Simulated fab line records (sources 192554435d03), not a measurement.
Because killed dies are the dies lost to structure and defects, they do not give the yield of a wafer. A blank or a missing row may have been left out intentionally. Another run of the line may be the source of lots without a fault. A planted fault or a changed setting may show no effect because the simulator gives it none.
Lot-split experiment / flow n5-finfet / route with 1938 steps; 7 lots, 21 wafers read

SPLIT DETAILS
At N5_BEOL_M9_TRENCH_ETCH_37 (etches SiCOH lowk in C4F6/O2, target depth 151.43 nm, time 49 s), the setting bias-w was moved away from the recipe's 185 W on 4 of the 21 wafers read, by +9.7% to +15.8%. All remaining wafers had this setting at the recipe value.

Reading taken at the split's own step.

THE READING
rf-vpp-V, in V, at N5_BEOL_M9_TRENCH_ETCH_37 (etches SiCOH lowk in C4F6/O2, target depth 151.43 nm, time 49 s). On this fab line, fault-free wafers typically give 666 V with a standard deviation of 9.5 V.

wafer=L074.1; tool, chamber at the split=rie-diel-04, 0; bias-w as run, W=185; against the recipe=recipe; rf-vpp-V, V=684; against lot-mates on the recipe=-
wafer=L074.3; tool, chamber at the split=rie-diel-04, 1; bias-w as run, W=185; against the recipe=recipe; rf-vpp-V, V=665; against lot-mates on the recipe=-
wafer=L074.5; tool, chamber at the split=rie-diel-04, 0; bias-w as run, W=204.4; against the recipe=+10.5%; rf-vpp-V, V=739; against lot-mates on the recipe=+64
wafer=L075.3; tool, chamber at the split=rie-diel-03, 1; bias-w as run, W=185; against the recipe=recipe; rf-vpp-V, V=657; against lot-mates on the recipe=-
wafer=L075.4; tool, chamber at the split=rie-diel-03, 2; bias-w as run, W=185; against the recipe=recipe; rf-vpp-V, V=662; against lot-mates on the recipe=-
wafer=L075.5; tool, chamber at the split=rie-diel-03, 3; bias-w as run, W=185; against the recipe=recipe; rf-vpp-V, V=669; against lot-mates on the recipe=-
wafer=L082.2; tool, chamber at the split=rie-diel-03, 3; bias-w as run, W=185; against the recipe=recipe; rf-vpp-V, V=669; against lot-mates on the recipe=-
wafer=L082.3; tool, chamber at the split=rie-diel-03, 0; bias-w as run, W=185; against the recipe=recipe; rf-vpp-V, V=673; against lot-mates on the recipe=-
wafer=L082.4; tool, chamber at the split=rie-diel-03, 2; bias-w as run, W=185; against the recipe=recipe; rf-vpp-V, V=664; against lot-mates on the recipe=-
wafer=L090.2; tool, chamber at the split=rie-diel-04, 3; bias-w as run, W=185; against the recipe=recipe; rf-vpp-V, V=664; against lot-mates on the recipe=-
wafer=L090.3; tool, chamber at the split=rie-diel-04, 1; bias-w as run, W=185; against the recipe=recipe; rf-vpp-V, V=664; against lot-mates on the recipe=-
wafer=L090.4; tool, chamber at the split=rie-diel-04, 3; bias-w as run, W=185; against the recipe=recipe; rf-vpp-V, V=662; against lot-mates on the recipe=-
wafer=L087.1; tool, chamber at the split=rie-diel-04, 2; bias-w as run, W=202.9; against the recipe=+9.7%; rf-vpp-V, V=721; against lot-mates on the recipe=+54
wafer=L087.4; tool, chamber at the split=rie-diel-04, 3; bias-w as run, W=185; against the recipe=recipe; rf-vpp-V, V=663; against lot-mates on the recipe=-
wafer=L087.5; tool, chamber at the split=rie-diel-04, 2; bias-w as run, W=185; against the recipe=recipe; rf-vpp-V, V=671; against lot-mates on the recipe=-
wafer=L094.3; tool, chamber at the split=rie-diel-04, 3; bias-w as run, W=185; against the recipe=recipe; rf-vpp-V, V=661; against lot-mates on the recipe=-
wafer=L094.4; tool, chamber at the split=rie-diel-04, 2; bias-w as run, W=185; against the recipe=recipe; rf-vpp-V, V=670; against lot-mates on the recipe=-
wafer=L094.5; tool, chamber at the split=rie-diel-04, 0; bias-w as run, W=185; against the recipe=recipe; rf-vpp-V, V=682; against lot-mates on the recipe=-
wafer=L097.1; tool, chamber at the split=rie-diel-03, 2; bias-w as run, W=185; against the recipe=recipe; rf-vpp-V, V=662; against lot-mates on the recipe=-
wafer=L097.2; tool, chamber at the split=rie-diel-03, 3; bias-w as run, W=214.2; against the recipe=+15.8%; rf-vpp-V, V=751; against lot-mates on the recipe=+89
wafer=L097.4; tool, chamber at the split=rie-diel-03, 0; bias-w as run, W=214.2; against the recipe=+15.8%; rf-vpp-V, V=757; against lot-mates on the recipe=+95

FIT RESULTS
A straight line over all 21 wafers: rf-vpp-V changes by +5.71 V for each +1% of bias-w; r = +0.97; the points scatter about the line by 7.3 V.
The same after taking each lot's own level away (the mean of its wafers on the recipe; 21 wafers): +5.85 V for each +1%; r = +0.99; scatter 5.6 V.
The reading moves by 92 V for the largest change in bias-w, on that fit.
Measured against the standard deviation above, the lots' own levels, which go from 662.0 to 674.5 V, span 1.3 times it.
Consequently the slope shifts little with the lot-to-lot level, the two slopes agreeing.
Check: +94.1 V against its lot-mates is what the line predicts for one of the wafers moved furthest among these (+15.8%) when that wafer is left out of the fit. Against them it came out at +89 V.
Tool readings at the split's step, against how far the setting was moved: rf-vpp-V r = +0.97.

THE OTHER SPLITS THESE WAFERS WENT THROUGH
These wafers also went through other splits before the reading. Each is held against what the fit with the lots' levels taken away leaves over:
other split on the same wafers=N5_BEOL_M9_COAT_60 spin-rpm; wafers away from the commonest value=4; r with rf-vpp-V (lot level and that fit taken away)=-0.28
other split on the same wafers=N5_BEOL_M9_ETCH_65 bias-w; wafers away from the commonest value=3; r with rf-vpp-V (lot level and that fit taken away)=-0.21

FILE'S OWN FIT
rf-vpp-V changes by +5.86 V for each +1% of bias-w, r = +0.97.
